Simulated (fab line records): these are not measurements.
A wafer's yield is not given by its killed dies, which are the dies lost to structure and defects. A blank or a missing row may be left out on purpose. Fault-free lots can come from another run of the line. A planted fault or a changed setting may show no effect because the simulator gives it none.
What tool caused it? :: flow n5_finfet :: 72 wafers from 24 lots sampled at 6 of the route's 1938 steps

== WHAT THE GAUGES SHOWED, per wafer ==
N5_BEOL_M10_CD_MEAS_35: the cd target is 70 nm. Usual: cd_nm 70.2 nm, standard deviation 0.81.
lot: L074
measured: day 10 13:55
on: cd_sem-02
cd_nm (nm): 71.2 69.4 70.7
flag: 

lot: L075
measured: day 10 22:17
on: cd_sem-03
cd_nm (nm): 70.7 70.8 69.5
flag: 

lot: L078
measured: day 11 21:06
on: cd_sem-02
cd_nm (nm): 69.4 70.2 70.0
flag: 

lot: L076
measured: day 11 21:15
on: cd_sem-03
cd_nm (nm): 70.7 69.9 71.6
flag: 

lot: L081
measured: day 12 03:13
on: cd_sem-01
cd_nm (nm): 69.1 69.3 69.5
flag: 

lot: L080
measured: day 12 07:23
on: cd_sem-01
cd_nm (nm): 70.5 69.7 70.8
flag: 

lot: L079
measured: day 12 07:56
on: cd_sem-02
cd_nm (nm): 69.8 70.6 70.9
flag: 

lot: L077
measured: day 12 09:44
on: cd_sem-03
cd_nm (nm): 70.5 69.5 69.9
flag: 

lot: L082
measured: day 12 10:12
on: cd_sem-02
cd_nm (nm): 68.8 69.3 69.5
flag: 

lot: L083
measured: day 12 13:51
on: cd_sem-02
cd_nm (nm): 69.6 68.9 69.1
flag: 

lot: L084
measured: day 12 21:46
on: cd_sem-03
cd_nm (nm): 70.4 70.5 69.3
flag: 

lot: L085
measured: day 13 04:55
on: cd_sem-01
cd_nm (nm): 70.5 69.5 69.4
flag: 

lot: L086
measured: day 13 15:16
on: cd_sem-02
cd_nm (nm): 71.3 71.2 70.9
flag: 

lot: L087
measured: day 13 15:17
on: cd_sem-03
cd_nm (nm): 69.9 72.0 70.5
flag: 

lot: L088
measured: day 14 03:46
on: cd_sem-03
cd_nm (nm): 69.3 69.2 69.8
flag: 

lot: L089
measured: day 14 13:56
on: cd_sem-02
cd_nm (nm): 70.1 69.7 68.8
flag: 

lot: L091
measured: day 14 16:04
on: cd_sem-02
cd_nm (nm): 69.4 69.6 70.4
flag: 

lot: L093
measured: day 15 02:09
on: cd_sem-01
cd_nm (nm): 71.2 70.4 71.0
flag: 

lot: L090
measured: day 15 02:20
on: cd_sem-02
cd_nm (nm): 68.9 70.5 69.7
flag: 

lot: L092
measured: day 15 02:29
on: cd_sem-02
cd_nm (nm): 70.6 70.8 71.4
flag: 

lot: L094
measured: day 15 11:09
on: cd_sem-02
cd_nm (nm): 71.0 71.9 71.6
flag: 

lot: L095
measured: day 16 04:43
on: cd_sem-03
cd_nm (nm): 70.7 70.9 71.7
flag: 

lot: L097
measured: day 16 11:50
on: cd_sem-01
cd_nm (nm): 69.9 68.8 68.6
flag: 

lot: L096
measured: day 16 12:22
on: cd_sem-02
cd_nm (nm): 71.0 71.8 70.6
flag: 

N5_BEOL_M11_OVL_MEAS_29. Usual: for V10_OVL the level is 0.2 nm and the standard deviation is 0.81.
lot: L074
measured: day 10 23:44
on: overlay-01
V10_OVL (nm): -0.6 -1.0 -1.0
flag: 

lot: L075
measured: day 11 05:52
on: overlay-02
V10_OVL (nm): 0.6 1.9 1.2
flag: 

lot: L078
measured: day 12 02:23
on: overlay-02
V10_OVL (nm): 1.2 1.2 1.0
flag: 

lot: L076
measured: day 12 04:21
on: overlay-02
V10_OVL (nm): 0.3 0.8 0.5
flag: 

lot: L081
measured: day 12 09:41
on: overlay-02
V10_OVL (nm): 0.1 0.1 -1.0
flag: 

lot: L080
measured: day 12 13:17
on: overlay-01
V10_OVL (nm): 0.9 1.6 0.2
flag: 

lot: L079
measured: day 12 13:47
on: overlay-01
V10_OVL (nm): 0.7 0.5 0.2
flag: 

lot: L077
measured: day 12 16:43
on: overlay-01
V10_OVL (nm): 1.6 0.9 1.8
flag: 

lot: L082
measured: day 12 21:53
on: overlay-02
V10_OVL (nm): 0.7 0.5 0.6
flag: 

lot: L083
measured: day 12 23:53
on: overlay-02
V10_OVL (nm): 0.4 1.2 0.1
flag: 

lot: L084
measured: day 13 04:13
on: overlay-02
V10_OVL (nm): 0.1 -0.3 0.4
flag: 

lot: L085
measured: day 13 12:49
on: overlay-01
V10_OVL (nm): 0.6 1.2 0.2
flag: 

lot: L086
measured: day 13 21:10
on: overlay-02
V10_OVL (nm): -0.4 -0.1 -0.2
flag: 

lot: L087
measured: day 13 21:22
on: overlay-02
V10_OVL (nm): -0.4 -0.3 0.2
flag: 

lot: L088
measured: day 14 13:14
on: overlay-02
V10_OVL (nm): 0.0 -0.4 -0.9
flag: 

lot: L089
measured: day 14 22:25
on: overlay-01
V10_OVL (nm): -0.3 -0.2 -0.1
flag: 

lot: L091
measured: day 15 01:34
on: overlay-02
V10_OVL (nm): 0.3 0.1 0.5
flag: 

lot: L093
measured: day 15 10:31
on: overlay-01
V10_OVL (nm): 1.9 0.6 0.7
flag: 

lot: L090
measured: day 15 12:32
on: overlay-01
V10_OVL (nm): 1.8 0.6 1.3
flag: 

lot: L092
measured: day 15 13:09
on: overlay-01
V10_OVL (nm): -0.6 1.2 -0.5
flag: 

lot: L094
measured: day 15 16:26
on: overlay-02
V10_OVL (nm): -1.5 -1.0 -0.4
flag: 

lot: L095
measured: day 16 11:17
on: overlay-01
V10_OVL (nm): -0.7 -0.9 -1.2
flag: 

lot: L097
measured: day 16 22:46
on: overlay-02
V10_OVL (nm): -1.0 0.1 -1.5
flag: 

lot: L096
measured: day 16 22:56
on: overlay-01
V10_OVL (nm): 0.0 -0.9 0.3
flag: 

== EACH LOT AND THE TOOL THAT RAN IT (in order: tool; ch and the chambers of the sampled wafers; start) ==
lot: L074
N5_BEOL_M10_STRIP_77: rie_diel-04 ch 0,1,3, day 10 13:55 or earlier
N5_BEOL_M10_DEGAS_44: pvd_sputter-02, day 10 16:35
N5_BEOL_M10_DEP_56: pecvd-03 ch 1,2, day 10 19:02
N5_BEOL_M11_HM_DEP_02: pvd_sputter-01, day 10 22:14

lot: L075
N5_BEOL_M10_STRIP_77: rie_diel-04 ch 1,3, day 10 22:17 or earlier
N5_BEOL_M10_DEGAS_44: pvd_sputter-01, day 10 22:56
N5_BEOL_M10_DEP_56: pecvd-03 ch 0,1,2, day 11 00:37
N5_BEOL_M11_HM_DEP_02: pvd_sputter-03, day 11 04:14

lot: L078
N5_BEOL_M10_STRIP_77: rie_diel-04 ch 2,3, day 11 21:06 or earlier
N5_BEOL_M10_DEGAS_44: pvd_sputter-03, day 11 21:29
N5_BEOL_M10_DEP_56: pecvd-03 ch 0,1, day 11 23:09
N5_BEOL_M11_HM_DEP_02: pvd_sputter-03, day 12 00:05

lot: L076
N5_BEOL_M10_STRIP_77: rie_diel-02 ch 1,3, day 11 21:15 or earlier
N5_BEOL_M10_DEGAS_44: pvd_sputter-03, day 11 21:55
N5_BEOL_M10_DEP_56: pecvd-03 ch 0,2, day 11 23:58
N5_BEOL_M11_HM_DEP_02: pvd_sputter-02, day 12 02:41

lot: L081
N5_BEOL_M10_STRIP_77: rie_diel-02 ch 0,1,2, day 12 03:13 or earlier
N5_BEOL_M10_DEGAS_44: pvd_sputter-02, day 12 04:04
N5_BEOL_M10_DEP_56: pecvd-01 ch 1,2, day 12 06:05
N5_BEOL_M11_HM_DEP_02: pvd_sputter-01, day 12 07:54

lot: L080
N5_BEOL_M10_STRIP_77: rie_diel-04 ch 0,2,3, day 12 07:23 or earlier
N5_BEOL_M10_DEGAS_44: pvd_sputter-01, day 12 08:05
N5_BEOL_M10_DEP_56: pecvd-01 ch 0,1,2, day 12 09:54
N5_BEOL_M11_HM_DEP_02: pvd_sputter-02, day 12 11:49

lot: L079
N5_BEOL_M10_STRIP_77: rie_diel-02 ch 1,2, day 12 07:56 or earlier
N5_BEOL_M10_DEGAS_44: pvd_sputter-01, day 12 08:37
N5_BEOL_M10_DEP_56: pecvd-02 ch 0,2, day 12 10:37
N5_BEOL_M11_HM_DEP_02: pvd_sputter-02, day 12 12:03

lot: L077
N5_BEOL_M10_STRIP_77: rie_diel-04 ch 0,1,3, day 12 09:44 or earlier
N5_BEOL_M10_DEGAS_44: pvd_sputter-03, day 12 10:48
N5_BEOL_M10_DEP_56: pecvd-02 ch 0,1,2, day 12 12:35
N5_BEOL_M11_HM_DEP_02: pvd_sputter-02, day 12 14:15

lot: L082
N5_BEOL_M10_STRIP_77: rie_diel-04 ch 1,2,3, day 12 10:12 or earlier
N5_BEOL_M10_DEGAS_44: pvd_sputter-02, day 12 11:33
N5_BEOL_M10_DEP_56: pecvd-03 ch 0,1,2, day 12 13:10
N5_BEOL_M11_HM_DEP_02: pvd_sputter-02, day 12 16:34

lot: L083
N5_BEOL_M10_STRIP_77: rie_diel-04 ch 0,2,3, day 12 13:51 or earlier
N5_BEOL_M10_DEGAS_44: pvd_sputter-02, day 12 16:25
N5_BEOL_M10_DEP_56: pecvd-02 ch 0,1, day 12 18:03
N5_BEOL_M11_HM_DEP_02: pvd_sputter-02, day 12 22:09

lot: L084
N5_BEOL_M10_STRIP_77: rie_diel-04 ch 0,2, day 12 21:46 or earlier
N5_BEOL_M10_DEGAS_44: pvd_sputter-02, day 12 22:37
N5_BEOL_M10_DEP_56: pecvd-03 ch 0,1,2, day 13 01:08
N5_BEOL_M11_HM_DEP_02: pvd_sputter-02, day 13 02:44

lot: L085
N5_BEOL_M10_STRIP_77: rie_diel-04 ch 0,1, day 13 04:55 or earlier
N5_BEOL_M10_DEGAS_44: pvd_sputter-03, day 13 05:23
N5_BEOL_M10_DEP_56: pecvd-03 ch 0,1,2, day 13 07:19
N5_BEOL_M11_HM_DEP_02: pvd_sputter-01, day 13 08:52

lot: L086
N5_BEOL_M10_STRIP_77: rie_diel-06 ch 0,2,3, day 13 15:16 or earlier
N5_BEOL_M10_DEGAS_44: pvd_sputter-01, day 13 15:46
N5_BEOL_M10_DEP_56: pecvd-02 ch 1,2, day 13 18:00
N5_BEOL_M11_HM_DEP_02: pvd_sputter-03, day 13 19:17

lot: L087
N5_BEOL_M10_STRIP_77: rie_diel-02 ch 0,2,3, day 13 15:17 or earlier
N5_BEOL_M10_DEGAS_44: pvd_sputter-01, day 13 15:51
N5_BEOL_M10_DEP_56: pecvd-03 ch 0,1, day 13 18:14
N5_BEOL_M11_HM_DEP_02: pvd_sputter-03, day 13 19:23

lot: L088
N5_BEOL_M10_STRIP_77: rie_diel-02 ch 1,2,3, day 14 03:46 or earlier
N5_BEOL_M10_DEGAS_44: pvd_sputter-01, day 14 05:00
N5_BEOL_M10_DEP_56: pecvd-02 ch 1,2, day 14 06:44
N5_BEOL_M11_HM_DEP_02: pvd_sputter-01, day 14 08:13

lot: L089
N5_BEOL_M10_STRIP_77: rie_diel-02 ch 1,3, day 14 13:56 or earlier
N5_BEOL_M10_DEGAS_44: pvd_sputter-02, day 14 14:25
N5_BEOL_M10_DEP_56: pecvd-02 ch 1,2, day 14 17:01
N5_BEOL_M11_HM_DEP_02: pvd_sputter-02, day 14 17:56

lot: L091
N5_BEOL_M10_STRIP_77: rie_diel-02 ch 0,2,3, day 14 16:04 or earlier
N5_BEOL_M10_DEGAS_44: pvd_sputter-02, day 14 17:35
N5_BEOL_M10_DEP_56: pecvd-03 ch 1,2, day 14 19:13
N5_BEOL_M11_HM_DEP_02: pvd_sputter-02, day 14 22:45

lot: L093
N5_BEOL_M10_STRIP_77: rie_diel-04 ch 0,1,2, day 15 02:09 or earlier
N5_BEOL_M10_DEGAS_44: pvd_sputter-02, day 15 02:37
N5_BEOL_M10_DEP_56: pecvd-01 ch 0,1,2, day 15 06:38
N5_BEOL_M11_HM_DEP_02: pvd_sputter-03, day 15 07:41

lot: L090
N5_BEOL_M10_STRIP_77: rie_diel-06 ch 1,3, day 15 02:20 or earlier
N5_BEOL_M10_DEGAS_44: pvd_sputter-01, day 15 05:55
N5_BEOL_M10_DEP_56: pecvd-03 ch 0,2, day 15 08:02
N5_BEOL_M11_HM_DEP_02: pvd_sputter-02, day 15 10:56

lot: L092
N5_BEOL_M10_STRIP_77: rie_diel-02 ch 0,1,3, day 15 02:29 or earlier
N5_BEOL_M10_DEGAS_44: pvd_sputter-01, day 15 06:05
N5_BEOL_M10_DEP_56: pecvd-02 ch 0,2, day 15 08:08
N5_BEOL_M11_HM_DEP_02: pvd_sputter-03, day 15 10:40

lot: L094
N5_BEOL_M10_STRIP_77: rie_diel-02 ch 0,1,2, day 15 11:09 or earlier
N5_BEOL_M10_DEGAS_44: pvd_sputter-03, day 15 11:31
N5_BEOL_M10_DEP_56: pecvd-02 ch 0,1,2, day 15 13:20
N5_BEOL_M11_HM_DEP_02: pvd_sputter-02, day 15 14:48

lot: L095
N5_BEOL_M10_STRIP_77: rie_diel-06 ch 2,3, day 16 04:43 or earlier
N5_BEOL_M10_DEGAS_44: pvd_sputter-02, day 16 05:05
N5_BEOL_M10_DEP_56: pecvd-01 ch 0,2, day 16 07:57
N5_BEOL_M11_HM_DEP_02: pvd_sputter-03, day 16 09:06

lot: L097
N5_BEOL_M10_STRIP_77: rie_diel-02 ch 2,3, day 16 11:50 or earlier
N5_BEOL_M10_DEGAS_44: pvd_sputter-03, day 16 12:29
N5_BEOL_M10_DEP_56: pecvd-03 ch 0,1, day 16 14:05
N5_BEOL_M11_HM_DEP_02: pvd_sputter-03, day 16 18:11

lot: L096
N5_BEOL_M10_STRIP_77: rie_diel-06 ch 1,2, day 16 12:22 or earlier
N5_BEOL_M10_DEGAS_44: pvd_sputter-01, day 16 13:23
N5_BEOL_M10_DEP_56: pecvd-02 ch 0,1,2, day 16 15:04
N5_BEOL_M11_HM_DEP_02: pvd_sputter-03, day 16 18:17
- N5_BEOL_M10_STRIP_77: strips in N2/H2, time 10 s.
- N5_BEOL_M10_DEGAS_44: time 60 s.
- N5_BEOL_M10_DEP_56: deposits SiCN from 3MS/NH3, target thk 15 nm, time 26.5 s.
- N5_BEOL_M11_HM_DEP_02: deposits TiN, target thk 20 nm.

== WHAT THE TOOLS THEMSELVES READ (means of the sampled wafers that have a number; where no wafer has one, the mark that the record gives instead) ==
N5_BEOL_M10_STRIP_77. Usual: drypump_motor_current_A 6.0 A, standard deviation 0.42; oes_product_au 0.84 a.u., standard deviation 0.089; rf_vpp_V 59.3 V, standard deviation 0.92; showerhead_plenum_p_Torr 2.55 Torr, standard deviation 0.11; temp_c 40.00 C, standard deviation 0.11; throttle_valve_pct 23.5 %, standard deviation 0.39.
lot: L074
tool: rie_diel-04
drypump_motor_current_A (A): 5.8
oes_product_au (a.u.): 0.91
rf_vpp_V (V): 60.1
showerhead_plenum_p_Torr (Torr): 2.67
temp_c (C): 39.93
throttle_valve_pct (%): 23.4
flag: 

lot: L075
tool: rie_diel-04
drypump_motor_current_A (A): 5.8
oes_product_au (a.u.): 0.94
rf_vpp_V (V): 60.0
showerhead_plenum_p_Torr (Torr): 2.63
temp_c (C): 39.90
throttle_valve_pct (%): 23.1
flag: 

lot: L078
tool: rie_diel-04
drypump_motor_current_A (A): 5.9
oes_product_au (a.u.): 0.84
rf_vpp_V (V): 60.2
showerhead_plenum_p_Torr (Torr): 2.68
temp_c (C): 40.01
throttle_valve_pct (%): 23.4
flag: 

lot: L076
tool: rie_diel-02
drypump_motor_current_A (A): 6.6
oes_product_au (a.u.): 0.92
rf_vpp_V (V): 59.0
showerhead_plenum_p_Torr (Torr): 2.51
temp_c (C): 40.07
throttle_valve_pct (%): 23.5
flag: 

lot: L081
tool: rie_diel-02
drypump_motor_current_A (A): 6.0
oes_product_au (a.u.): 0.82
rf_vpp_V (V): 59.6
showerhead_plenum_p_Torr (Torr): 2.47
temp_c (C): 39.97
throttle_valve_pct (%): 23.3
flag: 

lot: L080
tool: rie_diel-04
drypump_motor_current_A (A): 5.9
oes_product_au (a.u.): 0.86
rf_vpp_V (V): 60.0
showerhead_plenum_p_Torr (Torr): 2.69
temp_c (C): 40.12
throttle_valve_pct (%): 23.6
flag: 

lot: L079
tool: rie_diel-02
drypump_motor_current_A (A): 6.0
oes_product_au (a.u.): 0.90
rf_vpp_V (V): 58.7
showerhead_plenum_p_Torr (Torr): 2.50
temp_c (C): 40.03
throttle_valve_pct (%): 23.2
flag: 

lot: L077
tool: rie_diel-04
drypump_motor_current_A (A): 5.9
oes_product_au (a.u.): 0.88
rf_vpp_V (V): 59.3
showerhead_plenum_p_Torr (Torr): 2.66
temp_c (C): 39.89
throttle_valve_pct (%): 23.4
flag: 

lot: L082
tool: rie_diel-04
drypump_motor_current_A (A): 5.9
oes_product_au (a.u.): 0.88
rf_vpp_V (V): 59.2
showerhead_plenum_p_Torr (Torr): 2.65
temp_c (C): 39.92
throttle_valve_pct (%): 23.3
flag: 

lot: L083
tool: rie_diel-04
drypump_motor_current_A (A): 5.9
oes_product_au (a.u.): 0.85
rf_vpp_V (V): 59.1
showerhead_plenum_p_Torr (Torr): 2.68
temp_c (C): 40.09
throttle_valve_pct (%): 23.6
flag: 

lot: L084
tool: rie_diel-04
drypump_motor_current_A (A): 5.9
oes_product_au (a.u.): 0.81
rf_vpp_V (V): 59.0
showerhead_plenum_p_Torr (Torr): 2.68
temp_c (C): 40.03
throttle_valve_pct (%): 24.0
flag: 

lot: L085
tool: rie_diel-04
drypump_motor_current_A (A): 5.8
oes_product_au (a.u.): 0.86
rf_vpp_V (V): 59.0
showerhead_plenum_p_Torr (Torr): 2.62
temp_c (C): 39.95
throttle_valve_pct (%): 23.6
flag: 

lot: L086
tool: rie_diel-06
drypump_motor_current_A (A): 5.9
oes_product_au (a.u.): 0.80
rf_vpp_V (V): 58.7
showerhead_plenum_p_Torr (Torr): 2.56
temp_c (C): 40.00
throttle_valve_pct (%): 23.9
flag: 

lot: L087
tool: rie_diel-02
drypump_motor_current_A (A): 6.2
oes_product_au (a.u.): 0.84
rf_vpp_V (V): 58.7
showerhead_plenum_p_Torr (Torr): 2.44
temp_c (C): 40.14
throttle_valve_pct (%): 23.3
flag: 

lot: L088
tool: rie_diel-02
drypump_motor_current_A (A): 6.3
oes_product_au (a.u.): 0.87
rf_vpp_V (V): 59.1
showerhead_plenum_p_Torr (Torr): 2.49
temp_c (C): 40.00
throttle_valve_pct (%): 23.3
flag: 

lot: L089
tool: rie_diel-02
drypump_motor_current_A (A): 6.6
oes_product_au (a.u.): 0.86
rf_vpp_V (V): 59.6
showerhead_plenum_p_Torr (Torr): 2.50
temp_c (C): 40.01
throttle_valve_pct (%): 23.5
flag: 

lot: L091
tool: rie_diel-02
drypump_motor_current_A (A): 6.1
oes_product_au (a.u.): 0.82
rf_vpp_V (V): 58.2
showerhead_plenum_p_Torr (Torr): 2.44
temp_c (C): 40.05
throttle_valve_pct (%): 23.3
flag: 

lot: L093
tool: rie_diel-04
drypump_motor_current_A (A): 5.9
oes_product_au (a.u.): 0.81
rf_vpp_V (V): 58.7
showerhead_plenum_p_Torr (Torr): 2.64
temp_c (C): 39.92
throttle_valve_pct (%): 23.8
flag: 

lot: L090
tool: rie_diel-06
drypump_motor_current_A (A): 6.0
oes_product_au (a.u.): 0.76
rf_vpp_V (V): 58.8
showerhead_plenum_p_Torr (Torr): 2.50
temp_c (C): 40.02
throttle_valve_pct (%): 23.7
flag: 

lot: L092
tool: rie_diel-02
drypump_motor_current_A (A): 6.3
oes_product_au (a.u.): 0.78
rf_vpp_V (V): 59.2
showerhead_plenum_p_Torr (Torr): 2.46
temp_c (C): 40.11
throttle_valve_pct (%): 23.5
flag: 

lot: L094
tool: rie_diel-02
drypump_motor_current_A (A): 6.0
oes_product_au (a.u.): 0.78
rf_vpp_V (V): 59.1
showerhead_plenum_p_Torr (Torr): 2.46
temp_c (C): 39.99
throttle_valve_pct (%): 23.4
flag: 

lot: L095
tool: rie_diel-06
drypump_motor_current_A (A): 5.4
oes_product_au (a.u.): 0.85
rf_vpp_V (V): 59.7
showerhead_plenum_p_Torr (Torr): 2.54
temp_c (C): 39.85
throttle_valve_pct (%): 24.0
flag: 

lot: L097
tool: rie_diel-02
drypump_motor_current_A (A): 6.5
oes_product_au (a.u.): 0.86
rf_vpp_V (V): 59.7
showerhead_plenum_p_Torr (Torr): 2.46
temp_c (C): 40.00
throttle_valve_pct (%): 23.4
flag: 

lot: L096
tool: rie_diel-06
drypump_motor_current_A (A): 5.2
oes_product_au (a.u.): 0.85
rf_vpp_V (V): 59.3
showerhead_plenum_p_Torr (Torr): 2.47
temp_c (C): 40.02
throttle_valve_pct (%): 23.8
flag: 

N5_BEOL_M10_DEGAS_44. Usual: heater_power_w 340 W, standard deviation 41.
lot: L074
tool: pvd_sputter-02
heater_power_w (W): 341
flag: 

lot: L075
tool: pvd_sputter-01
heater_power_w (W): 324
flag: 

lot: L078
tool: pvd_sputter-03
heater_power_w (W): 319
flag: 

lot: L076
tool: pvd_sputter-03
heater_power_w (W): 269
flag: 

lot: L081
tool: pvd_sputter-02
heater_power_w (W): 336
flag: 

lot: L080
tool: pvd_sputter-01
heater_power_w (W): 329
flag: 

lot: L079
tool: pvd_sputter-01
heater_power_w (W): 333
flag: 

lot: L077
tool: pvd_sputter-03
heater_power_w (W): 325
flag: 

lot: L082
tool: pvd_sputter-02
heater_power_w (W): 338
flag: 

lot: L083
tool: pvd_sputter-02
heater_power_w (W): 344
flag: 

lot: L084
tool: pvd_sputter-02
heater_power_w (W): 375
flag: 

lot: L085
tool: pvd_sputter-03
heater_power_w (W): 318
flag: 

lot: L086
tool: pvd_sputter-01
heater_power_w (W): 340
flag: 

lot: L087
tool: pvd_sputter-01
heater_power_w (W): 330
flag: 

lot: L088
tool: pvd_sputter-01
heater_power_w (W): 351
flag: 

lot: L089
tool: pvd_sputter-02
heater_power_w (W): 368
flag: 

lot: L091
tool: pvd_sputter-02
heater_power_w (W): 374
flag: 

lot: L093
tool: pvd_sputter-02
heater_power_w (W): 337
flag: 

lot: L090
tool: pvd_sputter-01
heater_power_w (W): 348
flag: 

lot: L092
tool: pvd_sputter-01
heater_power_w (W): 357
flag: 

lot: L094
tool: pvd_sputter-03
heater_power_w (W): 311
flag: 

lot: L095
tool: pvd_sputter-02
heater_power_w (W): 372
flag: 

lot: L097
tool: pvd_sputter-03
heater_power_w (W): 330
flag: 

lot: L096
tool: pvd_sputter-01
heater_power_w (W): 352
flag: 

N5_BEOL_M10_DEP_56. Usual: showerhead_plenum_p_Torr 3.672 Torr, standard deviation 0.014; throttle_valve_pct 8.9 %, standard deviation 0.46.
lot: L074
tool: pecvd-03
showerhead_plenum_p_Torr (Torr): 3.666
throttle_valve_pct (%): 9.0
flag: 

lot: L075
tool: pecvd-03
showerhead_plenum_p_Torr (Torr): 3.678
throttle_valve_pct (%): 8.8
flag: 

lot: L078
tool: pecvd-03
showerhead_plenum_p_Torr (Torr): 3.683
throttle_valve_pct (%): 9.0
flag: 

lot: L076
tool: pecvd-03
showerhead_plenum_p_Torr (Torr): 3.692
throttle_valve_pct (%): 8.6
flag: 

lot: L081
tool: pecvd-01
showerhead_plenum_p_Torr (Torr): 3.675
throttle_valve_pct (%): 9.0
flag: 

lot: L080
tool: pecvd-01
showerhead_plenum_p_Torr (Torr): 3.672
throttle_valve_pct (%): 9.1
flag: 

lot: L079
tool: pecvd-02
showerhead_plenum_p_Torr (Torr): 3.666
throttle_valve_pct (%): 8.5
flag: 

lot: L077
tool: pecvd-02
showerhead_plenum_p_Torr (Torr): 3.666
throttle_valve_pct (%): 8.8
flag: 

lot: L082
tool: pecvd-03
showerhead_plenum_p_Torr (Torr): 3.680
throttle_valve_pct (%): 8.9
flag: 

lot: L083
tool: pecvd-02
showerhead_plenum_p_Torr (Torr): 3.674
throttle_valve_pct (%): 8.7
flag: 

lot: L084
tool: pecvd-03
showerhead_plenum_p_Torr (Torr): 3.680
throttle_valve_pct (%): 8.9
flag: 

lot: L085
tool: pecvd-03
showerhead_plenum_p_Torr (Torr): 3.680
throttle_valve_pct (%): 9.1
flag: 

lot: L086
tool: pecvd-02
showerhead_plenum_p_Torr (Torr): 3.662
throttle_valve_pct (%): 8.9
flag: 

lot: L087
tool: pecvd-03
showerhead_plenum_p_Torr (Torr): 3.688
throttle_valve_pct (%): 8.8
flag: 

lot: L088
tool: pecvd-02
showerhead_plenum_p_Torr (Torr): 3.672
throttle_valve_pct (%): 8.9
flag: 

lot: L089
tool: pecvd-02
showerhead_plenum_p_Torr (Torr): 3.661
throttle_valve_pct (%): 9.0
flag: 

lot: L091
tool: pecvd-03
showerhead_plenum_p_Torr (Torr): 3.665
throttle_valve_pct (%): 9.3
flag: 

lot: L093
tool: pecvd-01
showerhead_plenum_p_Torr (Torr): 3.668
throttle_valve_pct (%): 9.0
flag: 

lot: L090
tool: pecvd-03
showerhead_plenum_p_Torr (Torr): 3.685
throttle_valve_pct (%): 8.6
flag: 

lot: L092
tool: pecvd-02
showerhead_plenum_p_Torr (Torr): 3.664
throttle_valve_pct (%): 8.5
flag: 

lot: L094
tool: pecvd-02
showerhead_plenum_p_Torr (Torr): 3.666
throttle_valve_pct (%): 8.8
flag: 

lot: L095
tool: pecvd-01
showerhead_plenum_p_Torr (Torr): 3.670
throttle_valve_pct (%): 9.2
flag: 

lot: L097
tool: pecvd-03
showerhead_plenum_p_Torr (Torr): 3.692
throttle_valve_pct (%): 9.0
flag: 

lot: L096
tool: pecvd-02
showerhead_plenum_p_Torr (Torr): 3.663
throttle_valve_pct (%): 8.9
flag: 

N5_BEOL_M11_HM_DEP_02. Usual: substrate_temp_c 24.99 C, standard deviation 0.11; throttle_valve_pct 29.8 %, standard deviation 1.
lot: L074
tool: pvd_sputter-01
substrate_temp_c (C): 25.00
throttle_valve_pct (%): 30.0
flag: 

lot: L075
tool: pvd_sputter-03
substrate_temp_c (C): 24.95
throttle_valve_pct (%): 30.9
flag: 

lot: L078
tool: pvd_sputter-03
substrate_temp_c (C): 24.92
throttle_valve_pct (%): 30.8
flag: 

lot: L076
tool: pvd_sputter-02
substrate_temp_c (C): 24.86
throttle_valve_pct (%): 29.2
flag: 

lot: L081
tool: pvd_sputter-01
substrate_temp_c (C): 25.01
throttle_valve_pct (%): 29.8
flag: 

lot: L080
tool: pvd_sputter-02
substrate_temp_c (C): 25.00
throttle_valve_pct (%): 28.7
flag: 

lot: L079
tool: pvd_sputter-02
substrate_temp_c (C): 24.98
throttle_valve_pct (%): 29.5
flag: 

lot: L077
tool: pvd_sputter-02
substrate_temp_c (C): 24.98
throttle_valve_pct (%): 29.5
flag: 

lot: L082
tool: pvd_sputter-02
substrate_temp_c (C): 25.06
throttle_valve_pct (%): 29.5
flag: 

lot: L083
tool: pvd_sputter-02
substrate_temp_c (C): 25.14
throttle_valve_pct (%): 30.4
flag: 

lot: L084
tool: pvd_sputter-02
substrate_temp_c (C): 24.97
throttle_valve_pct (%): 28.1
flag: 

lot: L085
tool: pvd_sputter-01
substrate_temp_c (C): 25.01
throttle_valve_pct (%): 29.7
flag: 

lot: L086
tool: pvd_sputter-03
substrate_temp_c (C): 25.00
throttle_valve_pct (%): 30.7
flag: 

lot: L087
tool: pvd_sputter-03
substrate_temp_c (C): 25.03
throttle_valve_pct (%): 30.5
flag: 

lot: L088
tool: pvd_sputter-01
substrate_temp_c (C): 24.89
throttle_valve_pct (%): 29.7
flag: 

lot: L089
tool: pvd_sputter-02
substrate_temp_c (C): 25.01
throttle_valve_pct (%): 28.8
flag: 

lot: L091
tool: pvd_sputter-02
substrate_temp_c (C): 25.07
throttle_valve_pct (%): 28.8
flag: 

lot: L093
tool: pvd_sputter-03
substrate_temp_c (C): 25.02
throttle_valve_pct (%): 30.5
flag: 

lot: L090
tool: pvd_sputter-02
substrate_temp_c (C): 24.97
throttle_valve_pct (%): 29.7
flag: 

lot: L092
tool: pvd_sputter-03
substrate_temp_c (C): 25.01
throttle_valve_pct (%): 29.8
flag: 

lot: L094
tool: pvd_sputter-02
substrate_temp_c (C): 25.07
throttle_valve_pct (%): 28.8
flag: 

lot: L095
tool: pvd_sputter-03
substrate_temp_c (C): 24.94
throttle_valve_pct (%): 30.3
flag: 

lot: L097
tool: pvd_sputter-03
substrate_temp_c (C): 25.07
throttle_valve_pct (%): 30.4
flag: 

lot: L096
tool: pvd_sputter-03
substrate_temp_c (C): 25.04
throttle_valve_pct (%): 30.7
flag: 

== THE ANSWER, worked out from the rows above alone ==
Rule: a lot counts as off when the mean over its wafers that have a number is more than 3 standard deviations away from the usual mean. Also off: a lot with no number at a reading for which 4 or more lots have one. Any other lot the step has rows for is counted as sound. First the gauges in route order, then the tools' own readings, where a lot's mean is used as printed above. At the first step where some lot is off, the reading lying furthest off is the one used; lots without a number count as furthest.
Across all readings shown, no lot is off: no conclusion can be drawn from this.

== WHAT THE SIMULATOR HAD INSERTED ==
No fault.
